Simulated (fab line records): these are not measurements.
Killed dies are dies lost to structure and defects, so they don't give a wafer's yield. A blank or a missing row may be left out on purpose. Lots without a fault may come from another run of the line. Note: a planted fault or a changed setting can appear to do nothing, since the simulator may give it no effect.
Matching of chambers ; flow n5-finfet ; rie-diel-05 running N5_BEOL_M14_DESCUM_15: 4 sister chambers
The step chemistry O2, time 7.9 s. 4 wafers are shown with their chamber, then 7 later ones without.

WAFERS, EACH WITH ITS CHAMBER
wafer;chamber;showerhead-plenum-p-Torr (Torr)
L085.4;0;2.08
L086.5;3;2.04
L088.2;1;2.02
L088.3;2;2.15

WAFERS WITHOUT THEIR CHAMBER
wafer;showerhead-plenum-p-Torr (Torr)
L088.6;2.08
L092.1;2.15
L092.2;2.03
L092.4;2.08
L095.2;2.15
L095.5;2.15
L095.6;2.03

WHICH CHAMBER EACH ONE RAN IN
wafer;from the rows above;in truth
L088.6;0;0
L092.1;2;2
L092.2;can't be placed: 1 or 3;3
L092.4;0;0
L095.2;2;2
L095.5;2;2
L095.6;can't be placed: 1 or 3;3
Correctly placed: 5 of 7. These rows do not allow placing 2 (true chamber among the candidates in 2). Placed wrongly: 0.
How it was worked out, from the rows above alone: a wafer's distance from a chamber is the root of the sum, over the readings, of the square of ((its reading less the chamber's mean) divided by the reading's scatter). The wafer belongs to the nearest chamber; if the next one is less than 2 further off, it can't be placed. The mean given for a chamber averages the wafers shown for that chamber. The scatter (one wafer shown for each chamber): square how far every hidden wafer sits from the nearest shown wafer, average those squares and take the square root.
